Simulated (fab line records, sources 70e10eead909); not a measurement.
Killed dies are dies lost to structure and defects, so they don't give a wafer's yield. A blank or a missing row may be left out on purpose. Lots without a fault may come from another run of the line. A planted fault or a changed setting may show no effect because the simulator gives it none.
Which tool did it? | flow nand_harc | 12 lots, 36 wafers sampled, at 5 steps of a route of 1302

WHAT THE GAUGES READ, wafer by wafer
NHARC_END_SORT_01. Usual: killed_at_array 59, standard deviation 17; killed_at_other 0.7, standard deviation 0.9; killed_at_periphery 3.6, standard deviation 2.3; killed_dies 63, standard deviation 18; killed_open 3.4, standard deviation 1.9; killed_short 2.6, standard deviation 1.7.
lot  | measured     | on        | killed_at_array | killed_at_other | killed_at_periphery | killed_dies | killed_open | killed_short | flag
L101 | day 25 16:53 | prober-02 | 43 49 51        | 2 0 0           | 1 3 4               | 46 52 55    | 2 4 5       | 2 1 5        |
L999 | day 25 09:56 | prober-02 | 60 58 42        | 1 0 0           | 1 1 1               | 62 59 43    | 6 2 2       | 3 6 1        |
L113 | day 32 00:22 | prober-01 | 50 57 46        | 0 0 0           | 7 6 8               | 57 63 54    | 3 4 4       | 2 4 4        |
L118 | day 33 15:20 | prober-01 | 53 75 52        | 2 5 1           | 1 3 4               | 56 83 57    | 1 6 3       | 2 5 6        |

WHICH TOOL RAN EACH LOT (tool, then ch and the chambers of the sampled wafers, then the start)
lot  | NHARC_A_STAIRCASE_STRIP_295                   | NHARC_A_STAIRCASE_ETCH_315                    | NHARC_A_STAIRCASE_STRIP_316                   | NHARC_A_STAIRCASE_DEP_322
L997 | rie_diel-06 ch 0,1, day 18 10:39 or earlier   | rie_diel-09 ch 0,2,3, day 18 10:39 or earlier | rie_diel-09 ch 0,1,3, day 18 10:39 or earlier | pecvd-03 ch 0,1,2, day 18 10:39
L101 | rie_diel-09 ch 0,1,2, day 19 06:58 or earlier | rie_diel-06 ch 0,1,3, day 19 06:58 or earlier | rie_diel-06 ch 1,2,3, day 19 06:58 or earlier | pecvd-02 ch 0,2, day 19 06:58
L999 | rie_diel-09 ch 1,2,3, day 19 07:04 or earlier | rie_diel-09 ch 1,2,3, day 19 07:04 or earlier | rie_diel-09 ch 0,1, day 19 07:04 or earlier   | pecvd-03 ch 0,1, day 19 07:04
L103 | rie_diel-01 ch 0,3, day 20 19:52 or earlier   | rie_diel-01 ch 0,3, day 20 19:52 or earlier   | rie_diel-01 ch 1,2, day 20 19:52 or earlier   | pecvd-02 ch 0,2, day 20 19:52
L106 | rie_diel-01 ch 1,2, day 22 03:01 or earlier   | rie_diel-06 ch 2,3, day 22 03:01 or earlier   | rie_diel-06 ch 0,1, day 22 03:01 or earlier   | pecvd-04 ch 0,1,2, day 22 03:01
L105 | rie_diel-01 ch 0,2,3, day 22 03:19 or earlier | rie_diel-01 ch 0,1,3, day 22 03:19 or earlier | rie_diel-01 ch 0,1,3, day 22 03:19 or earlier | pecvd-02 ch 0,1,2, day 22 03:19
L107 | rie_diel-01 ch 1,2,3, day 22 21:53 or earlier | rie_diel-01 ch 0,1,3, day 22 21:53 or earlier | rie_diel-01 ch 2,3, day 22 21:53 or earlier   | pecvd-02 ch 0,1,2, day 22 21:53
L113 | rie_diel-01 ch 0,1,2, day 25 07:37 or earlier | rie_diel-01 ch 0,1,2, day 25 07:37 or earlier | rie_diel-01 ch 0,1,2, day 25 07:37 or earlier | pecvd-02 ch 0,1,2, day 25 07:37
L116 | rie_diel-09 ch 0,2,3, day 25 22:20 or earlier | rie_diel-01 ch 0,1,2, day 25 22:20 or earlier | rie_diel-01 ch 0,1,3, day 25 22:20 or earlier | pecvd-03 ch 0,1,2, day 25 22:20
L118 | rie_diel-06 ch 1,3, day 26 16:34 or earlier   | rie_diel-06 ch 1,3, day 26 16:34 or earlier   | rie_diel-06 ch 1,3, day 26 16:34 or earlier   | pecvd-03 ch 0,1,2, day 26 16:34
L119 | rie_diel-01 ch 0,1,3, day 27 03:45 or earlier | rie_diel-09 ch 1,2,3, day 27 03:45 or earlier | rie_diel-09 ch 2,3, day 27 03:45 or earlier   | pecvd-03 ch 1,2, day 27 03:45
L120 | rie_diel-09 ch 1,3, day 27 22:06 or earlier   | rie_diel-09 ch 0,1,2, day 27 22:06 or earlier | rie_diel-09 ch 1,3, day 27 22:06 or earlier   | pecvd-02 ch 0,1,2, day 27 22:06
- NHARC_A_STAIRCASE_STRIP_295: strips in O2.
- NHARC_A_STAIRCASE_ETCH_315: etches the open film in C4F8/O2/Ar, target depth 2500 nm, time 607.1 s.
- NHARC_A_STAIRCASE_STRIP_316: strips in O2.
- NHARC_A_STAIRCASE_DEP_322: deposits SiO2, target thk 7200 nm.

WHAT THE TOOLS THEMSELVES READ (means of the sampled wafers that have a number; where no wafer has one, the mark that the record gives instead)
NHARC_A_STAIRCASE_STRIP_295. Usual: drypump_motor_current_A 5.6 A, standard deviation 0.39; oes_product_au 0.999 a.u., standard deviation 0.008; rf_vpp_V 57.5 V, standard deviation 0.9; showerhead_plenum_p_Torr 3.45 Torr, standard deviation 0.11; throttle_valve_pct 17.037 %, standard deviation 0.009.
lot  | tool        | drypump_motor_current_A (A) | oes_product_au (a.u.) | rf_vpp_V (V) | showerhead_plenum_p_Torr (Torr) | throttle_valve_pct (%) | flag
L997 | rie_diel-06 | 5.8                         | 1.005                 | 56.6         | 3.52                            | 17.038                 |
L101 | rie_diel-09 | 5.9                         | 0.999                 | 56.9         | 3.42                            | 17.038                 |
L999 | rie_diel-09 | 5.9                         | 0.996                 | 57.6         | 3.50                            | 17.045                 |
L103 | rie_diel-01 | 5.6                         | 0.997                 | 56.4         | 3.42                            | 17.038                 |
L106 | rie_diel-01 | 5.5                         | 1.003                 | 56.5         | 3.42                            | 17.028                 |
L105 | rie_diel-01 | 5.6                         | 0.996                 | 57.7         | 3.37                            | 17.033                 |
L107 | rie_diel-01 | 5.3                         | 1.006                 | 57.8         | 3.42                            | 17.036                 |
L113 | rie_diel-01 | 5.5                         | 0.999                 | 57.4         | 3.45                            | 17.040                 |
L116 | rie_diel-09 | 5.8                         | 0.998                 | 57.8         | 3.47                            | 17.038                 |
L118 | rie_diel-06 | 5.9                         | 1.009                 | 57.0         | 3.43                            | 17.045                 |
L119 | rie_diel-01 | 5.2                         | 1.004                 | 57.1         | 3.44                            | 17.039                 |
L120 | rie_diel-09 | 6.1                         | 1.005                 | 57.1         | 3.41                            | 17.048                 |

NHARC_A_STAIRCASE_ETCH_315. Usual: oes_product_au 0.932 a.u., standard deviation 0.0075; rf_vpp_V 1822 V, standard deviation 8.1.
lot  | tool        | oes_product_au (a.u.) | rf_vpp_V (V) | flag
L997 | rie_diel-09 | 0.931                 | 1824         |
L101 | rie_diel-06 | 0.938                 | 1824         |
L999 | rie_diel-09 | 0.927                 | 1825         |
L103 | rie_diel-01 | 0.934                 | 1815         |
L106 | rie_diel-06 | 0.929                 | 1824         |
L105 | rie_diel-01 | 0.921                 | 1822         |
L107 | rie_diel-01 | 0.928                 | 1822         |
L113 | rie_diel-01 | 0.928                 | 1820         |
L116 | rie_diel-01 | 0.935                 | 1821         |
L118 | rie_diel-06 | 0.942                 | 1825         |
L119 | rie_diel-09 | 0.927                 | 1822         |
L120 | rie_diel-09 | 0.938                 | 1816         |

NHARC_A_STAIRCASE_STRIP_316. Usual: drypump_motor_current_A 5.6 A, standard deviation 0.4; oes_product_au 1.000 a.u., standard deviation 0.0074; rf_vpp_V 57.6 V, standard deviation 0.88; showerhead_plenum_p_Torr 3.45 Torr, standard deviation 0.11; throttle_valve_pct 17.037 %, standard deviation 0.0087.
lot  | tool        | drypump_motor_current_A (A) | oes_product_au (a.u.) | rf_vpp_V (V) | showerhead_plenum_p_Torr (Torr) | throttle_valve_pct (%) | flag
L997 | rie_diel-09 | 5.9                         | 0.998                 | 58.7         | 3.45                            | 17.029                 |
L101 | rie_diel-06 | 5.6                         | 0.987                 | 59.0         | 3.51                            | 17.043                 |
L999 | rie_diel-09 | 5.9                         | 0.993                 | 57.2         | 3.37                            | 17.030                 |
L103 | rie_diel-01 | 5.2                         | 0.998                 | 57.8         | 3.51                            | 17.039                 |
L106 | rie_diel-06 | 5.8                         | 1.010                 | 58.4         | 3.55                            | 17.033                 |
L105 | rie_diel-01 | 5.3                         | 0.999                 | 56.8         | 3.46                            | 17.045                 |
L107 | rie_diel-01 | 5.7                         | 0.993                 | 57.1         | 3.32                            | 17.041                 |
L113 | rie_diel-01 | 5.5                         | 0.999                 | 56.9         | 3.45                            | 17.027                 |
L116 | rie_diel-01 | 5.3                         | 1.002                 | 58.1         | 3.45                            | 17.037                 |
L118 | rie_diel-06 | 5.8                         | 1.004                 | 57.8         | 3.51                            | 17.031                 |
L119 | rie_diel-09 | 5.8                         | 0.999                 | 58.0         | 3.54                            | 17.042                 |
L120 | rie_diel-09 | 5.9                         | 1.002                 | 57.7         | 3.49                            | 17.047                 |

NHARC_A_STAIRCASE_DEP_322. Usual: heater_power_w 674 W, standard deviation 110; rf_fwd_power_W 499.7 W, standard deviation 1.5.
lot  | tool     | heater_power_w (W) | rf_fwd_power_W (W) | flag
L997 | pecvd-03 | 758                | 498.5              |
L101 | pecvd-02 | 692                | 499.4              |
L999 | pecvd-03 | 809                | 498.7              |
L103 | pecvd-02 | 664                | 498.9              |
L106 | pecvd-04 | 562                | 501.8              |
L105 | pecvd-02 | 607                | 498.9              |
L107 | pecvd-02 | 602                | 499.1              |
L113 | pecvd-02 | 722                | 474.0              | OFF
L116 | pecvd-03 | 769                | 501.7              |
L118 | pecvd-03 | 795                | 501.0              |
L119 | pecvd-03 | 722                | 501.4              |
L120 | pecvd-02 | 672                | 500.5              |

THE ANSWER, worked out from the rows above alone
Rule: a lot is off if the mean of its wafers that have a number lies more than 3 standard deviations from the usual mean. A lot without any number at a reading at which 4 lots or more have one is off too. The other lots that the step has rows for count as sound. The gauges are gone through in route order, then the tools' own readings, and for those a lot's mean is taken as printed above. The first step at which some lot is off is used, and at that step the reading that is off furthest; a lot without a number counts as furthest.
Off: L113, at NHARC_A_STAIRCASE_DEP_322 (rf_fwd_power_W).
A tool fits if, at that step or a process step before it, it ran every lot that is off, and no sound lot after the first of them. NHARC_A_STAIRCASE_STRIP_295 gives no start for some lots, so the hours and the order of its lots are those of NHARC_A_STAIRCASE_DEP_322. NHARC_A_STAIRCASE_ETCH_315 gives no start for some lots, so the hours and the order of its lots are those of NHARC_A_STAIRCASE_DEP_322. NHARC_A_STAIRCASE_STRIP_316 gives no start for some lots, so the hours and the order of its lots are those of NHARC_A_STAIRCASE_DEP_322. None of those tried fits.

WHAT THE SIMULATOR HAD PUT IN
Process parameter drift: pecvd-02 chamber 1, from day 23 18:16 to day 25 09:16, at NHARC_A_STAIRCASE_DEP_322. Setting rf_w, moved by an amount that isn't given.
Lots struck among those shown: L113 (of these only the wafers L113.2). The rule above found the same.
